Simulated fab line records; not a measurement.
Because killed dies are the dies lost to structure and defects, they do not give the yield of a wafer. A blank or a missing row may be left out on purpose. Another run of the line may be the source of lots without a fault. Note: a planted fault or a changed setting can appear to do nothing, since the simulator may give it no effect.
fab line records    flow n5Finfet    part 1 of 2: steps 1 to 22 of 28
[record] lots = 5  wafers = 15  lastDay = 19
route steps=1938 shown BEOL_M0_SAQP@642
lots with no fault: from the same line, run without faults
startH: the number of hours between the record's first day and the start of the first shown wafer of the lot    waitH: hours from the lot's prior step to this one    " repeats the value in the row above    L1.1+2: a row that stands for several wafers    - no value, or no start was given    * or withheld: withheld    < > ~ a bound
route shown NAME@n: NAME is a module with steps in the file, n the number in the route of the first one    usual: average and standard deviation across the fault-free wafers    same: alike in all rows    chamber/n: place in a boat    sites: readings site by site    _std_site: standard deviation across them    _edge_site: outer sites' mean less inner sites'    radiusMm: for every site, how far away it sits from the centre of the wafer    mask NAME#n: copy n    behind: the tool/chamber that last shaped the wafer    hold: what put the lot on hold/how long, in hours/how the hold closed    device: the transistor (n, p or np) that didn't switch    end of line: tests run on the same wafers once the route is complete    for a step that has no rows: nothing shown but its recipe    killed: not the wafer's yield, but the dies lost to structure and defects at the first sort    map: a wafer's dies, marking killed ones x, the rest . and places with no die _
set.NAME: the run value of the setting; set.NAME@STEP: its run value at that earlier step    model.NAME: the simulator's own value behind a step, which no gauge read
lots seen at some steps along the route; tables by step, rows by wafer
services: the hour from which a tool's chamber was out of use, counted from the record's first day as startH (under 0 if before that day), plus the number of hours and why
[[steps]]
[step N5_BEOL_M0_SAQP_COAT_82]
[recipe] resist = SiARC  tempC = 220  timeS = 60  spinRpm = 1500  resistThkNm = 30
lot.wafer   tool           chamber  startH  waitH
L076.1+2+5  lithoTrack-05  0        -       -
L077.1+2+3  lithoTrack-04  0        -       -
L081.3+4+5  lithoTrack-01  0        -       -
L085.2+3+5  lithoTrack-01  0        -       -
L096.1+3+4  lithoTrack-04  0        -       -
[step N5_BEOL_M0_SAQP_COAT_08]
[recipe] resist = CAR-ArF  spinRpm = 1500  resistThkNm = 90
lot.wafer   tool           chamber  startH  waitH
L076.1+2+5  lithoTrack-05  0        -       -
L077.1+2+3  lithoTrack-04  0        -       -
L081.3+4+5  lithoTrack-01  0        -       -
L085.2+3+5  lithoTrack-01  0        -       -
L096.1+3+4  lithoTrack-04  0        -       -
[step N5_BEOL_M0_SAQP_EBR_10]
[recipe] solvent = PGMEA  ebrWidthMm = 1.5
lot.wafer   tool           chamber  startH  waitH
L076.1+2+5  lithoTrack-05  0        -       -
L077.1+2+3  lithoTrack-04  0        -       -
L081.3+4+5  lithoTrack-01  0        -       -
L085.2+3+5  lithoTrack-01  0        -       -
L096.1+3+4  lithoTrack-04  0        -       -
[step N5_BEOL_M0_SAQP_SOFTBAKE_09]
[recipe] tempC = 110  timeS = 60  resist = CAR-ArF
lot.wafer   tool           chamber  startH  waitH
L076.1+2+5  lithoTrack-05  0        -       -
L077.1+2+3  lithoTrack-04  0        -       -
L081.3+4+5  lithoTrack-01  0        -       -
L085.2+3+5  lithoTrack-01  0        -       -
L096.1+3+4  lithoTrack-04  0        -       -
[step N5_BEOL_M0_SAQP_EXPOSE_11]
[recipe] maskId = M0_CORE  na = 1.35  sourceShape = dipole  sigmaInner = 0.538  sigmaOuter = 0.738  polarization = te  targetCdNm = 42  doseMj = 55
lot.wafer   tool            chamber  startH  waitH  mask
L076.1+2+5  arfiScanner-01  0        127.13  -      M0_CORE#0
L077.1+2+3  arfiScanner-01  0        133.05  -      M0_CORE#0
L081.3+4+5  arfiScanner-01  0        150.07  -      M0_CORE#0
L085.2+3+5  arfiScanner-03  0        174.18  -      M0_CORE#0
L096.1+3+4  arfiScanner-01  0        243.83  -      M0_CORE#0
[step N5_BEOL_M0_SAQP_PEB_12]
[recipe] pebTempC = withheld  pebTimeS = 60  resist = CAR-ArF
lot.wafer   tool           chamber  startH  waitH
L076.1+2+5  lithoTrack-05  0        127.19  0.1
L077.1+2+3  lithoTrack-05  0        133.10  0.1
L081.3+4+5  lithoTrack-05  0        150.12  0.0
L085.2+3+5  lithoTrack-01  0        174.23  0.0
L096.1+3+4  lithoTrack-05  0        243.89  0.1
[step N5_BEOL_M0_SAQP_DEVELOP_13]
[recipe] developTimeS = 30  developer = TMAH  resist = CAR-ArF  devTempC = 23  rinseLiquid = diw  dry = airSpin
lot.wafer   tool           chamber  startH  waitH
L076.1+2+5  lithoTrack-05  0        -       -
L077.1+2+3  lithoTrack-05  0        -       -
L081.3+4+5  lithoTrack-05  0        -       -
L085.2+3+5  lithoTrack-01  0        -       -
L096.1+3+4  lithoTrack-05  0        -       -
[step N5_BEOL_M0_SAQP_CD_MEAS_14]
[recipe] targetCdNm = 42.5  landingEnergyEv = 500  detector = seInlens
[usual] cdNm = 42.4/0.35
lot.wafer  tool      chamber  startH  waitH  cdNm
L076.1     cdSem-02  0        127.26  -      41.8
L076.2     "         0        "       "      42.2
L076.5     "         0        "       "      42.3
L077.1     cdSem-01  0        133.17  -      42.8
L077.2     "         0        "       "      42.8
L077.3     "         0        "       "      43.2
L081.3     cdSem-02  0        150.19  -      41.9
L081.4     "         0        "       "      42.2
L081.5     "         0        "       "      42.5
L085.2     cdSem-03  0        174.30  -      42.8
L085.3     "         0        "       "      42.2
L085.5     "         0        "       "      42.6
L096.1     cdSem-02  0        243.95  -      43.4
L096.3     "         0        "       "      42.5
L096.4     "         0        "       "      42.5
[step N5_BEOL_M0_SAQP_OVL_MEAS_15]
[recipe] pointsPerWafer = 44
[usual] M0_CORE_OVL = 0.1/0.69
lot.wafer  tool        chamber  startH  waitH  M0_CORE_OVL[nm]
L076.1     overlay-01  0        127.29  0.0    -0.2
L076.2     "           0        "       "      -1.6
L076.5     "           0        "       "      0.3
L077.1     overlay-02  0        133.20  0.0    -0.4
L077.2     "           0        "       "      -0.1
L077.3     "           0        "       "      -0.8
L081.3     overlay-02  0        150.22  0.0    1.3
L081.4     "           0        "       "      0.7
L081.5     "           0        "       "      1.2
L085.2     overlay-01  0        174.33  0.0    -1.0
L085.3     "           0        "       "      -0.6
L085.5     "           0        "       "      -0.8
L096.1     overlay-01  0        243.98  0.0    0.0
L096.3     "           0        "       "      -0.7
L096.4     "           0        "       "      -0.8
[step N5_BEOL_M0_SAQP_INSPECT_16]
[recipe] mode = adi  inspectInstrument = brightfield
[usual] rawDefectCount = 498/130
lot.wafer  tool              chamber  startH  waitH  rawDefectCount
L076.1     defectInspect-01  -        127.31  0.0    363
L076.2     "                 -        "       "      427
L076.5     "                 -        "       "      388
L077.1     defectInspect-02  -        133.23  0.0    299
L077.2     "                 -        "       "      383
L077.3     "                 -        "       "      352
L081.3     defectInspect-02  -        150.24  0.0    595
L081.4     "                 -        "       "      575
L081.5     "                 -        "       "      543
L085.2     defectInspect-01  -        174.35  0.0    532
L085.3     "                 -        "       "      465
L085.5     "                 -        "       "      472
L096.1     defectInspect-02  -        244.01  0.0    486
L096.3     "                 -        "       "      553
L096.4     "                 -        "       "      389
[step N5_BEOL_M0_SAQP_DESCUM_19]
[recipe] chemistry = O2  timeS = 7.9  sourcePowerW = 50  biasPowerW = 20  pressureMtorr = 20  rfFrequencyHz = 2.712e+07  tempC = 40  resist = CAR-ArF  o2FlowSccm = 225
[usual] drypumpMotorCurrentA = 5.6/0.34  oesProductAu = 0.75/0.089  rfVppV = 242.6/1.2  showerheadPlenumPTorr = 2.06/0.062  throttleValvePct = 20.45/0.23
lot.wafer  tool        chamber  startH  waitH  drypumpMotorCurrentA  oesProductAu  rfHoursCounterH  rfVppV  showerheadPlenumPTorr  throttleValvePct
L076.1     rieDiel-06  1        127.47  0.2    5.7                   0.75          183              242.2   2.00                   20.30
L076.2     "           3        "       "      5.4                   0.75          155              241.2   2.03                   20.90
L076.5     "           3        "       "      5.3                   0.76          -                242.1   2.03                   20.91
L077.1     rieDiel-06  0        133.70  0.5    4.9                   0.92          12               241.1   2.07                   20.24
L077.2     "           3        "       "      5.4                   0.75          158              241.4   2.03                   20.92
L077.3     "           2        "       "      5.3                   0.72          201              244.3   2.17                   20.48
L081.3     rieDiel-02  0        150.27  0.0    5.5                   0.71          245              244.0   2.14                   20.57
L081.4     "           1        "       "      6.0                   0.73          174              242.4   1.98                   20.05
L081.5     "           1        "       "      6.0                   0.72          -                242.2   1.98                   20.03
L085.2     rieDiel-04  0        174.39  0.0    5.8                   0.95          13               241.8   2.07                   20.27
L085.3     "           1        "       "      6.3                   0.70          226              240.8   1.98                   20.57
L085.5     "           0        "       "      5.8                   0.95          -                243.6   2.07                   20.25
L096.1     rieDiel-04  1        244.04  0.0    6.3                   0.68          245              240.3   1.97                   20.60
L096.3     "           0        "       "      5.8                   0.90          32               242.5   2.07                   20.30
L096.4     "           2        "       "      5.3                   0.71          179              245.1   2.18                   20.58
[step N5_BEOL_M0_SAQP_ETCH_83]
[recipe] chemistry = CF4  target = SiARC  targetDepthA = 390  maskMaterial = CAR-ArF  timeS = 65  ionEnergyEv = 80  pressureMtorr = 40  sourceW = 545  biasW = 36  Ar_flow_sccm = 100  cf4FlowSccm = 100  ends = cleared
[usual] cf4FlowSccm = 99.97/0.28  drypumpMotorCurrentA = 5.6/0.34  etchRfOnTimeS = 65.2/2  oesProductAu = 0.65/0.075  rfVppV = 183.7/1.1  showerheadPlenumPTorr = 2.10/0.056  throttleValvePct = 15.62/0.23
lot.wafer  tool        chamber  startH  waitH  cf4FlowSccm  drypumpMotorCurrentA  etchRfOnTimeS  oesProductAu  rfHoursCounterH  rfVppV  showerheadPlenumPTorr  throttleValvePct
L076.1     rieDiel-06  1        127.50  0.0    100.40       5.7                   62.1           0.65          183              183.3   2.06                   15.57
L076.2     "           3        "       "      99.89        5.4                   65.2           0.64          155              183.3   2.05                   15.88
L076.5     "           3        "       "      99.39        5.3                   64.6           0.65          -                182.9   2.05                   15.87
L077.1     rieDiel-06  0        133.73  0.0    99.66        4.9                   66.1           0.78          12               184.3   2.09                   15.23
L077.2     "           3        "       "      100.04       5.3                   64.2           0.64          158              183.1   2.05                   15.89
L077.3     "           2        "       "      100.13       5.2                   63.7           0.62          201              185.2   2.21                   15.68
L081.3     rieDiel-02  0        150.31  0.0    99.79        5.4                   68.5           0.59          245              184.5   2.19                   15.86
L081.4     "           1        "       "      100.07       6.0                   67.9           0.61          174              183.0   2.05                   15.34
L081.5     "           1        "       "      100.47       6.0                   68.0           0.61          -                180.9   2.05                   15.36
L085.2     rieDiel-04  0        174.42  0.0    100.17       5.8                   63.4           0.82          13               184.3   2.11                   15.26
L085.3     "           1        "       "      99.86        6.3                   64.3           0.60          226              182.4   2.04                   15.78
L085.5     "           0        "       "      99.95        5.8                   63.6           0.81          -                183.3   2.11                   15.26
L096.1     rieDiel-04  1        244.08  0.0    99.85        6.3                   64.2           0.59          245              181.5   2.03                   15.82
L096.3     "           0        "       "      99.99        5.8                   63.1           0.79          32               184.0   2.10                   15.31
L096.4     "           2        "       "      100.49       5.3                   67.5           0.61          179              183.7   2.22                   15.71
[step N5_BEOL_M0_SAQP_ETCH_84]
[recipe] chemistry = N2/H2  target = SOC  targetDepthA = 1000  overetchA = 200  maskMaterial = SiARC  tempC = 40  timeS = 150  ionEnergyEv = 200  pressureMtorr = 30  sourceW = 840  biasW = 150  n2FlowSccm = 200  h2FlowSccm = 200
[usual] drypumpMotorCurrentA = 5.6/0.34  oesProductAu = 0.68/0.074  rfVppV = 522.7/2.1  showerheadPlenumPTorr = 2.50/0.074  throttleValvePct = 17.88/0.24
lot.wafer  tool        chamber  startH  waitH  drypumpMotorCurrentA  oesProductAu  rfHoursCounterH  rfVppV  showerheadPlenumPTorr  throttleValvePct
L076.1     rieDiel-06  1        127.55  0.0    5.7                   0.67          183              519.2   2.41                   17.61
L076.2     "           3        "       "      5.4                   0.68          155              521.1   2.44                   18.07
L076.5     "           3        "       "      5.4                   0.67          -                521.2   2.44                   18.09
L077.1     rieDiel-06  0        133.78  0.0    4.9                   0.82          12               521.6   2.50                   17.51
L077.2     "           3        "       "      5.3                   0.67          158              520.0   2.44                   18.06
L077.3     "           2        "       "      5.2                   0.65          201              526.0   2.64                   17.94
L081.3     rieDiel-02  0        150.36  0.0    5.4                   0.63          245              524.3   2.59                   18.01
L081.4     "           1        "       "      6.1                   0.65          174              520.6   2.44                   17.64
L081.5     "           1        "       "      6.1                   0.65          -                520.4   2.44                   17.61
L085.2     rieDiel-04  0        174.47  0.0    5.8                   0.84          13               522.0   2.51                   17.54
L085.3     "           1        "       "      6.3                   0.62          226              519.9   2.41                   18.12
L085.5     "           0        "       "      5.8                   0.83          -                522.3   2.50                   17.53
L096.1     rieDiel-04  1        244.13  0.0    6.3                   0.61          245              518.5   2.40                   18.16
L096.3     "           0        "       "      5.8                   0.81          32               521.7   2.50                   17.57
L096.4     "           2        "       "      5.2                   0.66          179              525.4   2.66                   18.10
[step N5_BEOL_M0_SAQP_STRIP_80]
[recipe] chemistry = N2/H2  tempC = 40  n2FlowSccm = 200  h2FlowSccm = 200  rfFrequencyHz = 6e+07
lot.wafer   tool        chamber  startH  waitH
L076.1+2+5  rieDiel-06  1,3,3    127.65  0.0
L077.1+2+3  rieDiel-06  0,3,2    133.88  0.0
L081.3+4+5  rieDiel-02  0,1,1    150.46  0.0
L085.2+3+5  rieDiel-04  0,1,0    174.57  0.0
L096.1+3+4  rieDiel-04  1,0,2    244.22  0.0
[step N5_BEOL_M0_SAQP_HM_OPEN_112]
[recipe] chemistry = CHF3/O2  target = SiO2  stopOn = a-Si  targetDepthA = 120  overEtchFrac = 1.25  maskMaterial = SOC  timeS = 13.5  pressureMtorr = 30  sourceW = 650  biasW = 170  Ar_flow_sccm = 200  CHF3_flow_sccm = 50  O2_flow_sccm = 5  ionEnergyEv = 200  ends = endPoint
[usual] O2_flow_sccm = 4.998/0.014  drypumpMotorCurrentA = 5.6/0.34  oesProductAu = 0.50/0.056  rfVppV = 524/13  showerheadPlenumPTorr = 2.37/0.065  throttleValvePct = 18.84/0.21
lot.wafer  tool        chamber  startH  waitH  O2_flow_sccm  drypumpMotorCurrentA  oesProductAu  rfHoursCounterH  rfVppV  showerheadPlenumPTorr  throttleValvePct
L076.1     rieDiel-06  1        127.66  0.0    4.999         5.7                   0.48          183              527     2.32                   18.82
L076.2     "           3        "       "      4.982         5.3                   0.50          155              528     2.32                   19.17
L076.5     "           3        "       "      4.986         5.4                   0.49          -                528     2.32                   19.16
L077.1     rieDiel-06  0        133.89  0.0    4.995         4.9                   0.61          12               535     2.36                   18.53
L077.2     "           3        "       "      4.998         5.3                   0.49          158              530     2.31                   19.15
L077.3     "           2        "       "      5.014         5.2                   0.48          201              534     2.49                   18.89
L081.3     rieDiel-02  0        150.47  0.0    4.991         5.5                   0.47          245              531     2.46                   19.03
L081.4     "           1        "       "      4.997         6.0                   0.48          174              525     2.30                   18.55
L081.5     "           1        "       "      4.998         6.0                   0.48          -                523     2.30                   18.55
L085.2     rieDiel-04  0        174.58  0.0    5.009         5.8                   0.61          13               507     2.37                   18.56
L085.3     "           1        "       "      4.978         6.3                   0.46          226              513     2.30                   19.06
L085.5     "           0        "       "      4.993         5.8                   0.63          -                508     2.37                   18.55
L096.1     rieDiel-04  1        244.23  0.0    5.002         6.3                   0.44          245              511     2.29                   19.08
L096.3     "           0        "       "      5.014         5.8                   0.59          32               508     2.37                   18.58
L096.4     "           2        "       "      5.001         5.3                   0.47          179              534     2.51                   18.97
[step N5_BEOL_M0_SAQP_STRIP_113]
[recipe] chemistry = CHF3/O2  resist = SiARC  rfFrequencyHz = 6e+07
lot.wafer   tool        chamber  startH  waitH
L076.1+2+5  rieDiel-06  1,3,3    127.71  0.0
L077.1+2+3  rieDiel-06  0,3,2    133.94  0.0
L081.3+4+5  rieDiel-02  0,1,1    150.52  0.0
L085.2+3+5  rieDiel-04  0,1,0    174.63  0.0
L096.1+3+4  rieDiel-04  1,0,2    244.29  0.0
[step N5_BEOL_M0_SAQP_MANDREL_ETCH_20]
[recipe] targetDepthA = 600  chemistry = HBr/Cl2  target = a-Si  stopOn = SiNx  btTimeS = 10  maskMaterial = SOC  overEtchFrac = 0.5  timeS = 30  pressureMtorr = 10  icpW = 800  biasW = 75  HBr_flow_sccm = 150  Cl2_flow_sccm = 80  ends = endPoint
[usual] drypumpMotorCurrentA = 5.7/0.35  oesProductAu = 0.778/0.014  throttleValvePct = 35.4/0.37
lot.wafer  tool      chamber  startH  waitH  drypumpMotorCurrentA  oesProductAu  rfHoursCounterH  throttleValvePct
L076.1     rieSi-06  2        127.74  0.0    5.1                   0.781         56               35.6
L076.2     "         1        "       "      5.6                   0.798         0                35.7
L076.5     "         3        "       "      5.7                   0.770         -                35.8
L077.1     rieSi-06  2        133.97  0.0    5.1                   0.769         56               35.7
L077.2     "         1        "       "      5.6                   0.786         0                35.7
L077.3     "         0        "       "      6.1                   0.759         49               36.1
L081.3     rieSi-04  1        150.55  0.0    5.6                   0.761         147              35.0
L081.4     "         3        "       "      6.1                   0.781         59               35.2
L081.5     "         1        "       "      5.6                   0.772         -                35.0
L085.2     rieSi-04  0        174.66  0.0    5.4                   0.771         140              35.6
L085.3     "         3        "       "      6.1                   0.790         59               35.1
L085.5     "         1        "       "      5.6                   0.786         -                35.0
L096.1     rieSi-06  2        244.32  0.0    5.1                   0.772         58               35.6
L096.3     "         1        "       "      5.6                   0.800         2                35.6
L096.4     "         0        "       "      6.1                   0.758         51               36.1
[step N5_BEOL_M0_SAQP_STRIP_86]
[recipe] chemistry = N2/H2  powerW = 500  tempC = 40  pressureMtorr = 50  rfFrequencyHz = 6e+07  overashFraction = 0.3  biasPowerW = 28  h2Frac = 0.5  n2FlowSccm = 300  h2FlowSccm = 300
[usual] drypumpMotorCurrentA = 5.6/0.34  oesProductAu = 0.75/0.089  rfVppV = 121.7/1.5  showerheadPlenumPTorr = 3.32/0.1  throttleValvePct = 19.0/0.36
lot.wafer  tool        chamber  startH  waitH  drypumpMotorCurrentA  oesProductAu  rfHoursCounterH  rfVppV  showerheadPlenumPTorr  throttleValvePct
L076.1     rieDiel-06  0        127.97  0.2    4.9                   0.92          9                122.7   3.30                   18.6
L076.2     "           1        "       "      5.7                   0.75          184              120.8   3.19                   18.5
L076.5     "           1        "       "      5.7                   0.74          -                121.0   3.19                   18.5
L077.1     rieDiel-02  2        134.18  0.2    5.5                   0.72          214              122.4   3.33                   18.7
L077.2     "           3        "       "      5.7                   0.73          202              121.8   3.33                   19.4
L077.3     "           0        "       "      5.4                   0.70          237              122.4   3.43                   19.2
L081.3     rieDiel-06  0        150.65  0.1    4.9                   0.90          20               120.5   3.30                   18.6
L081.4     "           1        "       "      5.7                   0.74          194              119.9   3.19                   18.5
L081.5     "           1        "       "      5.7                   0.74          -                120.1   3.19                   18.5
L085.2     rieDiel-02  3        174.76  0.1    5.7                   0.72          218              121.6   3.32                   19.4
L085.3     "           1        "       "      6.0                   0.71          179              119.5   3.22                   18.7
L085.5     "           2        "       "      5.5                   0.70          -                122.1   3.32                   18.7
L096.1     rieDiel-06  0        244.42  0.1    4.9                   0.85          41               119.8   3.29                   18.6
L096.3     "           2        "       "      5.3                   0.70          225              124.7   3.47                   19.1
L096.4     "           1        "       "      5.7                   0.73          214              121.1   3.18                   18.5
[step N5_BEOL_M0_SAQP_STRIP_115]
[recipe] chemistry = postEtchResidueRemover  timeS = 60  tempC = 25  removerPh = withheld  removerWaterWtPct = withheld  removerFluorideWtPct = withheld
lot.wafer   tool         chamber  startH  waitH
L076.1+2+5  wetBench-04  5,1,0    128.04  -
L077.1+2+3  wetBench-02  4,1,0    134.24  -
L081.3+4+5  wetBench-06  1,0,6    150.71  -
L085.2+3+5  wetBench-02  5,6,2    174.83  -
L096.1+3+4  wetBench-06  7,5,0    244.48  -
[step N5_BEOL_M0_SAQP_SRD_93]
[recipe] dry = ipaMarangoni  timeS = 30  tempC = 23  rinseLiquid = diw
lot.wafer   tool         chamber  startH  waitH
L076.1+2+5  wetBench-04  5,1,0    128.06  0.0
L077.1+2+3  wetBench-02  4,1,0    134.26  0.0
L081.3+4+5  wetBench-06  1,0,6    150.73  0.0
L085.2+3+5  wetBench-02  5,6,2    174.85  0.0
L096.1+3+4  wetBench-06  7,5,0    244.50  0.0
[step N5_BEOL_M0_SAQP_RECESS_114]
[recipe] chemistry = HF/NH3  target = SiO2  targetDepthA = 144  afsCycles = 3  tempC = 30  sublimationTempC = 180  sublimationTimeS = 60
[usual] drypumpMotorCurrentA = 5.6/0.4  sublimationTempC = 180.02/0.17
lot.wafer  tool          chamber  startH  waitH  drypumpMotorCurrentA  sublimationTempC
L076.1     vaporEtch-02  0        128.10  0.0    5.5                   180.12
L076.2     "             1        "       "      6.2                   180.33
L076.5     "             1        "       "      6.2                   180.31
L077.1     vaporEtch-02  0        134.31  0.0    5.6                   180.14
L077.2     "             1        "       "      6.2                   179.95
L077.3     "             0        "       "      5.6                   180.04
L081.3     vaporEtch-02  0        150.90  0.1    5.6                   180.08
L081.4     "             1        "       "      6.2                   180.07
L081.5     "             1        "       "      6.2                   179.95
L085.2     vaporEtch-02  1        174.89  0.0    6.2                   180.08
L085.3     "             1        "       "      6.2                   179.94
L085.5     "             0        "       "      5.6                   180.08
L096.1     vaporEtch-02  0        244.55  0.0    5.6                   180.01
L096.3     "             1        "       "      6.2                   180.04
L096.4     "             0        "       "      5.6                   180.04
[step N5_BEOL_M0_SAQP_SPACER1_ALD_98]
[recipe] material = SiO2  targetThkA = 128  tempC = 300  aldPrecursorFamily = BDEAS  aldCoReactant = O2-plasma  pulseTimeS = 1  purgeTimeS = 2  coReactantPurgeTimeS = 2  aldCycles = 138  pressureTorr = 2
[usual] heaterPowerOuterW = 254/25  heaterPowerW = 454/47  precursorPulseHeightRel = 1.001/0.02
[same] coReactantPurgeTimeS = 2  purgeTimeS = 2
lot.wafer  tool       chamber  startH  waitH  heaterPowerOuterW  heaterPowerW  precursorPulseHeightRel
L076.1     aldSin-04  2        128.49  0.3    268                503           0.988
L076.2     "          0        "       "      233                462           1.004
L076.5     "          1        "       "      224                392           1.021
L077.1     aldSin-04  2        134.69  0.3    268                502           1.016
L077.2     "          3        "       "      304                513           0.991
L077.3     "          1        "       "      234                385           0.960
L081.3     aldSin-01  0        151.16  0.1    226                415           1.012
L081.4     "          2        "       "      274                480           0.994
L081.5     "          3        "       "      224                403           1.033
L085.2     aldSin-04  0        175.28  0.3    229                443           0.980
L085.3     "          2        "       "      266                498           0.971
L085.5     "          0        "       "      226                443           0.979
L096.1     aldSin-04  2        245.35  0.7    262                492           1.003
L096.3     "          3        "       "      294                518           1.004
L096.4     "          0        "       "      240                448           1.009
